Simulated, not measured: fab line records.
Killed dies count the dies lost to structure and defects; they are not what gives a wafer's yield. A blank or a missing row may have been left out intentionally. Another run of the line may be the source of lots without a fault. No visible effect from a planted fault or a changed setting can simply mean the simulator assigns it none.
fab line records	flow n5_finfet
[record] lots = 5	wafers = 15	last_day = 17
route steps=1938 shown BEOL_M8@1350 PASSIVATION@1936
lots with no fault: from the same line, run without faults
start_h: hours from the record's first day to the start of the lot's first wafer shown	wait_h: hours from the lot's prior step to this one	" same as the row above	L1.1+2: a row that stands for several wafers	- no value, or no start was given	* or withheld: withheld	< > ~ a bound
route shown NAME@n: NAME is a module with steps in the file, n the number in the route of the first one	usual: the fault-free wafers' mean and standard deviation	same: alike in all rows	chamber/n: place in a boat	sites: each site's reading	_std_site: how widely they spread, as a standard deviation	_edge_site: mean of outer sites minus mean of inner sites	radius_mm: for every site, how far away it sits from the centre of the wafer	mask NAME#n: copy n	behind: the last tool/chamber to shape the wafer	hold: what put the lot on hold/how long, in hours/how the hold closed	device: the n, p or np transistor that did not switch	end of line: tests of these same wafers at the route's end	step lacking rows: just its recipe	killed: dies that structure and defects cost at the first sort, which is not the same as the wafer's yield	map: the dies of a wafer, with x for killed, . for not killed, _ for no die there
set.NAME: the setting the step ran with; set.NAME@STEP: the setting that earlier step ran with	model.NAME: the simulator's own value behind a step, which no gauge read
certain route steps with their lots: each step a table, each wafer a row
services: a tool's chamber out of use, with start hour (start_h, from the record's first day; less than 0 if before it), hours out, and reason
[[steps]]
[step N5_BEOL_M8_ETCH_62]
[recipe] chemistry = N2/H2	target = SOC	target_depth_a = 1100	overetch_a = 220	mask_material = SiARC	temp_c = 40	time_s = 165	ion_energy_ev = 200	pressure_mtorr = 30	source_w = 840	bias_w = 150	n2_flow_sccm = 200	h2_flow_sccm = 200
[step N5_BEOL_M8_STRIP_68]
[recipe] chemistry = N2/H2	temp_c = 40	n2_flow_sccm = 200	h2_flow_sccm = 200	rf_frequency_hz = 6e+07
[step N5_BEOL_M8_STRIP_67]
[recipe] chemistry = CF4	resist = SiARC	power_w = 300	bias_power_w = 75	pressure_mtorr = 50	cf4_flow_sccm = 150	rf_frequency_hz = 6e+07
[usual] drypump_motor_current_A = 5.9/0.4	oes_product_au = 0.82/0.11	rf_vpp_V = 270.8/1.4	showerhead_plenum_p_Torr = 1.77/0.049	throttle_valve_pct = 13.48/0.22
lot.wafer	tool	chamber	start_h	wait_h	drypump_motor_current_A	oes_product_au	rf_hours_counter_h	rf_vpp_V	showerhead_plenum_p_Torr	throttle_valve_pct
L640.1	rie_diel-02	0	207.80	0.0	6.3	0.74	158	267.4	1.64	13.65
L640.4	"	3	"	"	6.0	0.83	59	271.1	1.74	13.56
L640.5	"	0	"	"	6.3	0.74	-	267.0	1.64	13.64
L643.1	rie_diel-03	1	226.35	0.0	6.3	0.76	136	271.9	1.78	13.56
L643.2	"	2	"	"	5.5	0.99	2	269.7	1.77	13.16
L643.4	"	2	"	"	5.4	0.99	-	271.9	1.77	13.16
L652.2	rie_diel-05	3	284.38	0.0	6.5	0.67	243	272.8	1.82	13.92
L652.3	"	2	"	"	5.5	0.86	57	270.0	1.75	13.27
L652.5	"	2	"	"	5.5	0.85	-	271.1	1.75	13.26
L657.2	rie_diel-02	0	303.69	0.0	6.3	0.72	190	268.6	1.63	13.73
L657.4	"	2	"	"	5.8	0.86	37	270.4	1.76	13.45
L657.6	"	3	"	"	5.9	0.79	-	268.7	1.73	13.64
L661.3	rie_diel-03	0	338.71	0.0	6.3	0.90	36	269.7	1.76	13.43
L661.5	"	1	"	"	6.4	0.74	-	271.2	1.77	13.65
L661.6	"	0	"	"	6.3	0.90	-	269.8	1.76	13.41
[step N5_BEOL_M8_HM_OPEN_17]
[recipe] chemistry = Cl2/BCl3	target_depth_a = 200	overetch_a = 60	target = TiN	mask_material = SOC	ion_energy_ev = 150	pressure_mtorr = 10	icp_w = 1000	bias_w = 126	Cl2_flow_sccm = 53.25	bcl3_flow_sccm = 21.75	Ar_flow_sccm = 25
[usual] bcl3_flow_sccm = 21.75/0.065	drypump_motor_current_A = 5.8/0.43	oes_product_au = 0.63/0.08	throttle_valve_pct = 22.29/0.23
lot.wafer	tool	chamber	start_h	wait_h	bcl3_flow_sccm	drypump_motor_current_A	oes_product_au	rf_hours_counter_h	throttle_valve_pct
L640.1	rie_metal-02	0	207.84	0.0	21.67	5.7	0.52	127	22.31
L640.4	"	1	"	"	21.72	5.1	0.61	-	22.53
L640.5	"	0	"	"	21.65	5.7	0.52	-	22.30
L643.1	rie_metal-02	1	226.39	0.0	21.90	5.1	0.61	81	22.54
L643.2	"	1	"	"	21.86	5.1	0.60	-	22.54
L643.4	"	1	"	"	21.79	5.1	0.60	-	22.53
L652.2	rie_metal-03	0	284.42	0.0	21.88	5.9	0.69	37	22.36
L652.3	"	1	"	"	21.78	6.4	0.59	-	22.34
L652.5	"	0	"	"	21.77	5.9	0.70	-	22.37
L657.2	rie_metal-02	1	303.73	0.0	21.83	5.1	0.58	91	22.57
L657.4	"	1	"	"	21.75	5.1	0.59	-	22.56
L657.6	"	0	"	"	21.75	5.7	0.75	-	22.01
L661.3	rie_metal-01	1	338.78	0.1	21.76	5.9	0.56	-	22.04
L661.5	"	1	"	"	21.86	5.9	0.56	-	22.04
L661.6	"	0	"	"	21.75	6.1	0.80	-	22.20
[step N5_BEOL_M8_STRIP_19]
[recipe] chemistry = O2	power_w = 400	temp_c = 40	pressure_mtorr = 30	rf_frequency_hz = 6e+07	bias_power_w = 0	overash_fraction = 0.2	o2_flow_sccm = 225
[usual] drypump_motor_current_A = 5.9/0.4	oes_product_au = 0.81/0.11	rf_vpp_V = 3.6/0.66	showerhead_plenum_p_Torr = 2.07/0.07	throttle_valve_pct = 16.58/0.22
lot.wafer	tool	chamber	start_h	wait_h	drypump_motor_current_A	oes_product_au	rf_hours_counter_h	rf_vpp_V	showerhead_plenum_p_Torr	throttle_valve_pct
L640.1	rie_diel-05	0	207.95	0.1	5.7	0.69	232	4.1	2.18	16.71
L640.4	"	1	"	"	5.1	0.69	226	4.5	2.18	17.08
L640.5	"	3	"	"	6.5	0.70	-	3.9	2.16	16.96
L643.1	rie_diel-02	1	226.59	0.2	5.4	0.72	202	2.9	2.17	16.54
L643.2	"	2	"	"	5.8	0.93	7	3.2	2.07	16.56
L643.4	"	0	"	"	6.3	0.72	165	2.9	1.90	16.72
L652.2	rie_diel-03	2	284.53	0.1	5.5	0.92	23	3.7	2.04	16.24
L652.3	"	3	"	"	5.9	0.69	232	1.8	2.05	16.46
L652.5	"	2	"	"	5.5	0.93	-	4.4	2.04	16.23
L657.2	rie_diel-02	0	303.84	0.1	6.3	0.72	190	2.6	1.90	16.77
L657.4	"	3	"	"	5.9	0.78	94	2.7	2.01	16.73
L657.6	"	2	"	"	5.8	0.87	-	2.7	2.06	16.58
L661.3	rie_diel-02	3	338.86	0.1	5.9	0.76	108	3.7	2.01	16.77
L661.5	"	0	"	"	6.3	0.70	-	3.1	1.89	16.81
L661.6	"	1	"	"	5.4	0.68	-	3.2	2.15	16.65
[step N5_BEOL_M8_CD_MEAS_18]
[recipe] pitch_nm = 80	target_cd_nm = 40
[usual] cd_nm = 40.2/0.53
lot.wafer	tool	chamber	start_h	wait_h	cd_nm
L640.1	cd_sem-01	-	208.02	0.0	40.3
L640.4	"	-	"	"	40.6
L640.5	"	-	"	"	40.0
L643.1	cd_sem-03	-	226.66	0.0	38.9
L643.2	"	-	"	"	39.6
L643.4	"	-	"	"	39.9
L652.2	cd_sem-03	-	284.60	0.1	40.1
L652.3	"	-	"	"	40.0
L652.5	"	-	"	"	40.1
L657.2	cd_sem-01	-	303.91	0.1	39.0
L657.4	"	-	"	"	40.5
L657.6	"	-	"	"	40.3
L661.3	cd_sem-02	-	338.93	0.1	40.3
L661.5	"	-	"	"	41.2
L661.6	"	-	"	"	39.5
[step N5_BEOL_M8_COAT_63]
[recipe] resist = SOC	temp_c = 250	time_s = 60	spin_rpm = 1500	resist_thk_nm = 60
[step N5_BEOL_M8_COAT_64]
[recipe] resist = SiARC	temp_c = 220	time_s = 60	spin_rpm = 1500	resist_thk_nm = 12
[step N5_BEOL_M8_COAT_71]
[recipe] resist = underlayer	temp_c = 205	time_s = 60	spin_rpm = 1500	resist_thk_nm = 5
[step N5_BEOL_M8_COAT_22]
[recipe] resist = CAR-EUV	spin_rpm = 1500	resist_thk_nm = 30
[step N5_BEOL_M8_EBR_24]
[recipe] solvent = PGMEA	ebr_width_mm = 1.5
[step N5_BEOL_M8_SOFTBAKE_23]
[recipe] temp_c = 110	time_s = 60	resist = CAR-EUV
[step N5_BEOL_M8_EXPOSE_25]
[recipe] mask_id = V7	na = 0.33	source_shape = annular	sigma_inner = 0.4	sigma_outer = 0.8	polarization = unpolarized	target_cd_nm = 40	dose_mj = 42.5
[usual] exposure_dose_mJ_cm2 = 42.7/0.34
lot.wafer	tool	chamber	start_h	wait_h	mask	exposure_dose_mJ_cm2
L640.1	euv_scanner-02	0	209.03	-	V7#0	42.3
L640.4	"	0	"	"	V7#0	42.3
L640.5	"	0	"	"	V7#0	42.3
L643.1	euv_scanner-01	0	227.15	-	V7#0	43.0
L643.2	"	0	"	"	V7#0	43.1
L643.4	"	0	"	"	V7#0	43.1
L652.2	euv_scanner-01	0	285.53	-	V7#0	41.7
L652.3	"	0	"	"	V7#0	41.8
L652.5	"	0	"	"	V7#0	41.7
L657.2	euv_scanner-02	0	305.57	-	V7#0	42.3
L657.4	"	0	"	"	V7#0	42.2
L657.6	"	0	"	"	V7#0	42.3
L661.3	euv_scanner-02	0	340.72	-	V7#0	42.4
L661.5	"	0	"	"	V7#0	42.3
L661.6	"	0	"	"	V7#0	42.4
[step N5_BEOL_M8_PEB_26]
[recipe] peb_temp_c = 100	peb_time_s = 60	resist = CAR-EUV
[step N5_BEOL_M8_DEVELOP_27]
[recipe] develop_time_s = 30	developer = TMAH	resist = CAR-EUV	rinse_liquid = surfactant_rinse	dry = air_spin	dev_temp_c = 23
[step N5_BEOL_M8_CD_MEAS_28]
[recipe] target_cd_nm = 40	landing_energy_ev = 500	detector = se_inlens
[usual] cd_nm = 40.10/0.24
lot.wafer	tool	chamber	start_h	wait_h	cd_nm
L640.1	cd_sem-02	0	209.17	-	40.33
L640.4	"	0	"	"	40.12
L640.5	"	0	"	"	39.96
L643.1	cd_sem-02	0	227.29	-	40.12
L643.2	"	0	"	"	40.27
L643.4	"	0	"	"	40.20
L652.2	cd_sem-02	0	285.66	-	39.57
L652.3	"	0	"	"	39.53
L652.5	"	0	"	"	39.36
L657.2	cd_sem-03	0	305.70	-	40.08
L657.4	"	0	"	"	39.83
L657.6	"	0	"	"	39.73
L661.3	cd_sem-01	0	340.84	-	40.28
L661.5	"	0	"	"	40.08
L661.6	"	0	"	"	40.06
[step N5_BEOL_M8_OVL_MEAS_29]
[recipe] points_per_wafer = 522
[usual] V7_OVL = -0.1/0.61
lot.wafer	tool	chamber	start_h	wait_h	V7_OVL[nm]
L640.1	overlay-02	0	209.20	0.0	-1.2
L640.4	"	0	"	"	-1.2
L640.5	"	0	"	"	-1.2
L643.1	overlay-01	0	227.32	0.0	0.9
L643.2	"	0	"	"	0.6
L643.4	"	0	"	"	0.3
L652.2	overlay-01	0	285.70	0.0	0.3
L652.3	"	0	"	"	0.1
L652.5	"	0	"	"	-0.9
L657.2	overlay-01	0	305.73	0.0	0.3
L657.4	"	0	"	"	0.4
L657.6	"	0	"	"	0.1
L661.3	overlay-01	0	340.88	0.0	-0.1
L661.5	"	0	"	"	-0.6
L661.6	"	0	"	"	-0.3
[step N5_BEOL_M8_INSPECT_30]
[recipe] mode = adi	inspect_instrument = brightfield
[usual] raw_defect_count = 416/86
lot.wafer	tool	chamber	start_h	wait_h	raw_defect_count
L640.1	defect_inspect-02	-	209.26	0.1	435
L640.4	"	-	"	"	428
L640.5	"	-	"	"	327
L643.1	defect_inspect-02	-	227.38	0.1	347
L643.2	"	-	"	"	330
L643.4	"	-	"	"	362
L652.2	defect_inspect-01	-	285.75	0.0	388
L652.3	"	-	"	"	408
L652.5	"	-	"	"	263
L657.2	defect_inspect-02	-	305.79	0.0	515
L657.4	"	-	"	"	429
L657.6	"	-	"	"	486
L661.3	defect_inspect-01	-	340.93	0.0	292
L661.5	"	-	"	"	369
L661.6	"	-	"	"	370
[step N5_BEOL_M8_DESCUM_33]
[recipe] chemistry = O2	time_s = 7	source_power_w = 50	bias_power_w = 20	pressure_mtorr = 20	rf_frequency_hz = 2.712e+07	temp_c = 40	resist = CAR-EUV	o2_flow_sccm = 225
[usual] drypump_motor_current_A = 5.9/0.4	oes_product_au = 0.82/0.11	rf_vpp_V = 242.9/1.2	showerhead_plenum_p_Torr = 2.06/0.068	throttle_valve_pct = 20.31/0.22
lot.wafer	tool	chamber	start_h	wait_h	drypump_motor_current_A	oes_product_au	rf_hours_counter_h	rf_vpp_V	showerhead_plenum_p_Torr	throttle_valve_pct	model.BEOL_M8.cd_nm
L640.1	rie_diel-02	0	209.29	0.0	6.3	0.74	159	241.2	1.90	20.42	40.2
L640.4	"	2	"	"	5.8	0.96	1	243.1	2.07	20.34	40
L640.5	"	1	"	"	5.4	0.72	-	244.6	2.16	20.27	40.2
L643.1	rie_diel-05	3	227.77	0.4	6.5	0.69	220	244.8	2.15	20.67	40.2
L643.2	"	1	"	"	5.2	0.68	233	244.6	2.17	20.82	40.2
L643.4	"	2	"	"	5.5	0.90	34	241.7	2.03	20.05	40
L652.2	rie_diel-03	3	286.15	0.4	6.0	0.70	233	243.0	2.04	20.08	39.4
L652.3	"	1	"	"	6.3	0.74	159	242.7	2.09	20.51	39
L652.5	"	1	"	"	6.3	0.74	-	242.8	2.09	20.49	39.2
L657.2	rie_diel-05	1	305.87	0.1	5.1	0.99	4	243.6	2.16	20.54	40.2
L657.4	"	1	"	"	5.1	0.98	-	245.3	2.16	20.51	40.2
L657.6	"	0	"	"	5.8	0.96	-	243.4	2.16	20.10	40.4
L661.3	rie_diel-03	2	340.96	0.0	5.4	0.90	45	242.3	2.02	20.02	40.2
L661.5	"	1	"	"	6.3	0.73	-	244.6	2.08	20.53	40.2
L661.6	"	0	"	"	6.3	0.90	-	240.9	2.05	20.31	40
[step N5_BEOL_M8_ETCH_72]
[recipe] chemistry = N2/H2	target = underlayer	target_depth_a = 65	mask_material = CAR-EUV	time_s = 5.2	ion_energy_ev = 200	pressure_mtorr = 30	source_w = 840	bias_w = 150	n2_flow_sccm = 200	h2_flow_sccm = 200	ends = cleared
[step N5_BEOL_M8_ETCH_65]
[recipe] chemistry = CF4	target = SiARC	target_depth_a = 156	mask_material = CAR-EUV	time_s = 26	ion_energy_ev = 80	pressure_mtorr = 40	source_w = 545	bias_w = 36	Ar_flow_sccm = 100	cf4_flow_sccm = 100	ends = cleared
[usual] drypump_motor_current_A = 5.9/0.4	etch_rf_on_time_s = 25.7/0.62	oes_product_au = 0.70/0.094	rf_vpp_V = 183.7/1.2	showerhead_plenum_p_Torr = 2.12/0.061	throttle_valve_pct = 15.52/0.2
lot.wafer	tool	chamber	start_h	wait_h	drypump_motor_current_A	etch_rf_on_time_s	oes_product_au	rf_hours_counter_h	rf_vpp_V	showerhead_plenum_p_Torr	throttle_valve_pct
L640.1	rie_diel-02	0	209.34	0.0	6.4	25.8	0.63	159	181.6	1.96	15.72
L640.4	"	2	"	"	5.8	25.5	0.83	1	183.6	2.11	15.41
L640.5	"	1	"	"	5.4	26.7	0.61	-	184.9	2.22	15.54
L643.1	rie_diel-05	3	227.82	0.0	6.5	25.7	0.60	220	185.1	2.20	15.92
L643.2	"	1	"	"	5.1	26.0	0.59	233	184.5	2.19	15.91
L643.4	"	2	"	"	5.5	26.5	0.75	34	183.3	2.09	15.27
L652.2	rie_diel-03	3	286.20	0.0	5.9	25.2	0.60	233	183.5	2.12	15.52
L652.3	"	1	"	"	6.4	26.0	0.63	159	183.4	2.13	15.66
L652.5	"	1	"	"	6.4	26.3	0.63	-	184.6	2.13	15.67
L657.2	rie_diel-05	1	305.92	0.0	5.1	24.8	0.86	4	184.7	2.18	15.48
L657.4	"	1	"	"	5.1	25.0	0.85	-	184.1	2.18	15.47
L657.6	"	0	"	"	5.7	25.4	0.83	-	183.9	2.19	15.10
L661.3	rie_diel-03	2	341.01	0.0	5.5	24.9	0.79	45	181.8	2.09	15.32
L661.5	"	1	"	"	6.4	26.4	0.62	-	184.1	2.13	15.70
L661.6	"	0	"	"	6.3	25.9	0.77	-	183.1	2.09	15.45
[step N5_BEOL_M8_ETCH_66]
[recipe] chemistry = N2/H2	target = SOC	target_depth_a = 800	overetch_a = 160	mask_material = SiARC	temp_c = 40	time_s = 120	ion_energy_ev = 200	pressure_mtorr = 30	source_w = 840	bias_w = 150	n2_flow_sccm = 200	h2_flow_sccm = 200
[usual] drypump_motor_current_A = 5.9/0.4	oes_product_au = 0.63/0.079	rf_vpp_V = 523.0/2.2	showerhead_plenum_p_Torr = 2.51/0.077	throttle_valve_pct = 17.70/0.22
lot.wafer	tool	chamber	start_h	wait_h	drypump_motor_current_A	oes_product_au	rf_hours_counter_h	rf_vpp_V	showerhead_plenum_p_Torr	throttle_valve_pct
L640.1	rie_diel-02	0	209.37	0.0	6.4	0.57	159	517.2	2.33	17.92
L640.4	"	2	"	"	5.8	0.73	1	523.4	2.48	17.61
L640.5	"	1	"	"	5.4	0.55	-	525.4	2.65	17.82
L643.1	rie_diel-05	3	227.85	0.0	6.5	0.53	221	524.3	2.63	18.25
L643.2	"	1	"	"	5.2	0.53	233	525.6	2.61	18.01
L643.4	"	2	"	"	5.5	0.67	34	521.1	2.48	17.43
L652.2	rie_diel-03	3	286.22	0.0	6.0	0.53	233	522.8	2.52	17.74
L652.3	"	1	"	"	6.3	0.57	159	524.8	2.53	17.77
L652.5	"	1	"	"	6.4	0.57	-	523.0	2.53	17.78
L657.2	rie_diel-05	1	305.95	0.0	5.2	0.74	4	525.9	2.60	17.68
L657.4	"	1	"	"	5.2	0.75	-	525.3	2.60	17.69
L657.6	"	0	"	"	5.8	0.73	-	525.3	2.59	17.28
L661.3	rie_diel-03	2	341.04	0.0	5.5	0.68	45	522.9	2.47	17.45
L661.5	"	1	"	"	6.3	0.57	-	523.6	2.52	17.80
L661.6	"	0	"	"	6.3	0.69	-	522.0	2.48	17.59
[step N5_BEOL_M8_STRIP_69]
[recipe] chemistry = N2/H2	temp_c = 40	n2_flow_sccm = 200	h2_flow_sccm = 200	rf_frequency_hz = 6e+07
[step N5_BEOL_M8_STRIP_73]
[recipe] chemistry = N2/H2	temp_c = 40	n2_flow_sccm = 200	h2_flow_sccm = 200	rf_frequency_hz = 6e+07
[step N5_BEOL_M8_VIA_ETCH_34]
[recipe] chemistry = C4F6/O2	target = SiCOH_lowk	target_depth_a = 1255	mask_material = SOC	taper_deg = 4	time_s = 50.5	ion_energy_ev = 250	pressure_mtorr = 30	source_w = 345	bias_w = 185	Ar_flow_sccm = 300	C4F6_flow_sccm = 10	O2_flow_sccm = 10
[usual] O2_flow_sccm = 9.999/0.027	drypump_motor_current_A = 5.9/0.4	oes_product_au = 0.82/0.11	rf_vpp_V = 664/16	showerhead_plenum_p_Torr = 2.82/0.085	throttle_valve_pct = 20.81/0.21
lot.wafer	tool	chamber	start_h	wait_h	O2_flow_sccm	drypump_motor_current_A	oes_product_au	rf_hours_counter_h	rf_vpp_V	showerhead_plenum_p_Torr	throttle_valve_pct	model.BEOL_M8.cd_nm
L640.1	rie_diel-02	0	209.47	0.0	10.021	6.4	0.74	159	671	2.63	21.03	40.4
L640.4	"	2	"	"	10.008	5.8	0.96	1	695	2.79	20.73	40
L640.5	"	1	"	"	9.999	5.4	0.72	-	677	2.97	20.90	39.8
L643.1	rie_diel-05	3	227.95	0.0	9.950	6.5	0.69	221	672	2.94	21.24	40.6
L643.2	"	1	"	"	10.003	5.1	0.68	233	667	2.93	21.18	40
L643.4	"	2	"	"	9.985	5.5	0.89	34	685	2.79	20.59	40.2
L652.2	rie_diel-03	3	286.33	0.0	10.032	6.0	0.70	233	645	2.82	20.72	39.4
L652.3	"	1	"	"	9.976	6.4	0.74	159	647	2.86	21.04	39.2
L652.5	"	1	"	"	9.986	6.3	0.75	-	646	2.86	21.04	39.2
L657.2	rie_diel-05	1	306.05	0.0	10.044	5.1	0.98	4	666	2.92	20.90	40.2
L657.4	"	1	"	"	10.061	5.1	0.99	-	667	2.92	20.90	40
L657.6	"	0	"	"	9.958	5.8	0.96	-	667	2.91	20.43	40.2
L661.3	rie_diel-03	2	341.14	0.0	10.024	5.5	0.90	46	648	2.78	20.61	40.4
L661.5	"	1	"	"	9.997	6.4	0.72	-	645	2.85	21.06	40.2
L661.6	"	0	"	"	10.019	6.3	0.91	-	658	2.77	20.67	39.8
[step N5_BEOL_M8_STRIP_76]
[recipe] chemistry = C4F6/O2	resist = SiARC	rf_frequency_hz = 6e+07
[step N5_PASSIVATION_PROBE_49]
[usual] defect_limited_yield = 91.3/1.3	killed_at_M0_to_M3 = 35/9.3	killed_at_M4_up = 14/5.2	killed_at_contacts = 12/5.9	killed_at_front_end = 38/11	killed_at_other = 4/3.7	killed_dies = 103/15	killed_open = 67/12	killed_short = 34/8	sort_bin_5_function = 5.1/0.88	sort_bin_6_memory = 3.3/0.65	sort_bin_8_speed = 0.00/0.03	sort_n_pass = 1077/15	sort_yield_pct = 91.3/1.3
[same] gross_dies = 1180	killed_at_back_side = 0	sort_bin_4_leakage[%] = 0
lot.wafer	tool	chamber	start_h	wait_h	defect_limited_yield[%]	killed_at_M0_to_M3	killed_at_M4_up	killed_at_contacts	killed_at_front_end	killed_at_other	killed_dies	killed_open	killed_short	sort_bin_5_function[%]	sort_bin_6_memory[%]	sort_bin_8_speed[%]	sort_n_pass	sort_yield_pct[%]
L652.2	prober-01	-	356.01	0.1	90.8	48	14	14	29	4	109	73	36	5.3	3.5	0	1071	90.8
L652.3	prober-01	-	356.06	0.1	92.8	36	11	5	29	4	85	42	42	4.1	2.6	0	1095	92.8
L652.5	prober-01	-	356.16	0.2	94.3	30	9	7	20	1	67	45	21	3.9	1.7	0	1113	94.3
// killed by level:class
L652.2 MOL_CONTACT_COAG:geometric_particle:open=12 BEOL_M0_SAQP:geometric_particle:open=11 BEOL_M2:geometric_particle:open=11 BEOL_M0_SAQP:geometric_particle:short=8 FIN_SAQP:geometric_particle:short=7 DUMMY_GATE:geometric_particle:open=7 BEOL_M3:geometric_particle:open=6 FIN_SAQP:geometric_particle:open=5
L652.3 BEOL_M0_SAQP:geometric_particle:short=15 BEOL_M0_SAQP:geometric_particle:open=7 FIN_SAQP:geometric_particle:short=4 DUMMY_GATE:geometric_particle:open=4 STARTING-WAFER:geometric_particle:short=4 BEOL_M3:geometric_particle:open=4 STI_FIN_REVEAL:geometric_particle:open=3 GATE_CUT:geometric_particle:short=3
L652.5 BEOL_M0_SAQP:geometric_particle:open=13 BEOL_M3:geometric_particle:open=6 GATE_CUT:geometric_particle:short=5 MOL_CONTACT_COAG:geometric_particle:open=5 BEOL_M1:geometric_particle:open=4 STARTING-WAFER:geometric_particle:open=4 STI_FIN_REVEAL:geometric_particle:open=3 BEOL_M0_SAQP:geometric_particle:short=3
[[services]]
tool	chamber	start_h	hours	kind
rie_metal-03	-	195.21	10.0	pm
rie_diel-03	2	203.59	-	clean
rie_diel-03	2	203.59	-	consumable_replace:focus_ring
rie_diel-03	2	203.59	17.8	scheduled_down
rie_diel-03	2	203.59	17.8	vent_cycle
rie_metal-03	-	209.18	0.2	repair
rie_diel-03	1	217.32	3.5	repair
euv_scanner-01	-	224.75	1.0	pm
euv_scanner-02	-	235.76	1.0	pm
rie_metal-03	-	240.62	28.1	pm
rie_metal-01	-	242.66	2.8	pm
rie_diel-05	3	253.97	1.8	repair
euv_scanner-01	-	254.81	5.8	pm
rie_diel-02	1	259.41	3.0	repair
euv_scanner-02	-	262.30	4.6	pm
rie_diel-02	0	272.35	6.4	repair
rie_diel-03	3	272.91	8.3	repair
euv_scanner-01	-	280.86	1.0	pm
euv_scanner-02	-	291.91	1.0	pm
rie_diel-03	2	308.08	2.5	repair
rie_diel-03	3	308.34	5.9	repair
rie_diel-03	1	314.59	8.3	repair
euv_scanner-01	-	332.84	4.6	pm
rie_diel-05	2	335.38	4.5	repair
[[key]]
[first_sign] step = N5_BEOL_M8_EXPOSE_25	reading = exposure_dose_mJ_cm2	direction = down	sigmas = 2.9	usual = 42.7	struck = 41.7
[effect] step = N5_BEOL_M8_CD_MEAS_28	reading = cd_nm	direction = down	sigmas = 2.5	usual = 40.10	struck = 39.49
[model_effect] step = N5_BEOL_M8_DESCUM_33	value = BEOL_M8.cd_nm	without = 39.8	struck = 39.2
[model_effect] step = N5_BEOL_M8_VIA_ETCH_34	value = BEOL_M8.cd_nm	without = 39.87	struck = 39.27
met_at N5_BEOL_M8_EXPOSE_25
struck_wafers L652.2,L652.3,L652.5
onset_between 227.15 285.53
[fault] kind = process_parameter_drift	tool = euv_scanner-01	chamber = -	onset_h = 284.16	steps = N5_BEOL_M8_EXPOSE_25	channel = dose_mj	offset = -1.2234	shape = step	acts_in = these_recipes_only	stated = 42.5
